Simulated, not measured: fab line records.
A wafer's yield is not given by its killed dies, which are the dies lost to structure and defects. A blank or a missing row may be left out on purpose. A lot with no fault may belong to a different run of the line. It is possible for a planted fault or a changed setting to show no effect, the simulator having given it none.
Problem report in the 8D (eight disciplines) form, filled by code / flow n5Finfet / the parts of the form that need people (team, actions taken, sign-off) are left out

## 1. THE ISSUE
Mean of chamberPressurePa at N5_BEOL_M5_SPUTTER_81: 0.06763 Pa across 9 wafers in 3 lots; on wafers with no fault it is 0.06999 Pa (standard deviation 0.00013). That puts it -18 standard deviations away from the usual mean.
The step: material Cu, target thk 15 nm, time 27.62 s.
First observed at day 9 19:55: wafer L724.1, on pvdSputter-03. Wafers with a number at this step in the record: 37, from 13 lots. Rule for "out" (also "out of limits"): further than 4 standard deviations from the usual mean. The rest of the wafers with a number are treated as sound.

## 2. WHAT IT IS, AND WHAT IT ISN'T
question=which readings at this step | is=chamberPressurePa | is not=-
question=which lots | is=L724, L726, L727 | is not=L719, L720, L721, L728, L732, L736, L737, L739, L740, L741
question=which wafers of those lots | is=all that have a number | is not=-
question=read on which tools | is=pvdSputter-03 | is not=pvdSputter-01, pvdSputter-02
question=when | is=from day 9 19:55 | is not=up to then (8 sound wafers); but 20 sound wafers of L728, L732, L736, L737, L739, L740, L741 came after

## 3. WHAT RULES OUT EACH SUSPECT
Counting: a tool at any process step up to the reading remains a suspect when it ran all the lots that are out and ran no sound lot after the first of those.
- pvdSputter-03 at N5_BEOL_M5_SPUTTER_81 (material Cu, target thk 15 nm, time 27.62 s): ruled out as a lasting fault. After its first lot that is out, L724 (day 9 19:55), sound lots L737, L740, L741 ran on it.
Left after counting: nothing in the record.

## 4. THE CAUSE (what the simulator had put in)
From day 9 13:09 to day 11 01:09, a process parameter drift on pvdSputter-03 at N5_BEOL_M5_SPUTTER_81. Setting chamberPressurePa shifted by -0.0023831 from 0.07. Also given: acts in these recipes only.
Counting ruled it out, wrongly.

## 5. SEQUENCE OF EFFECTS, ordered by route
Each row: a reading whose mean over the struck wafers that have a number lies more than 3 standard deviations from the usual. Only readings for which the record gives a usual standard deviation are gone through. hours: the time from each lot's start at the first step in this table that gives one to its start at this step, as a median over the lots. sigmas: the change in usual standard deviations.
hours=0; step=N5_BEOL_M5_SPUTTER_81; reading=chamberPressurePa; usual=0.06999 Pa; on struck wafers=0.06763; change=-0.00236; sigmas=-18
Its process steps:
- N5_BEOL_M5_SPUTTER_81: material Cu, target thk 15 nm, time 27.62 s.

## 6. WHAT WOULD HAVE CAUGHT IT SOONER
7 hours passed between the start of the fault at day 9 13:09 and the first reading out of limits in this record, taken at day 9 19:55.
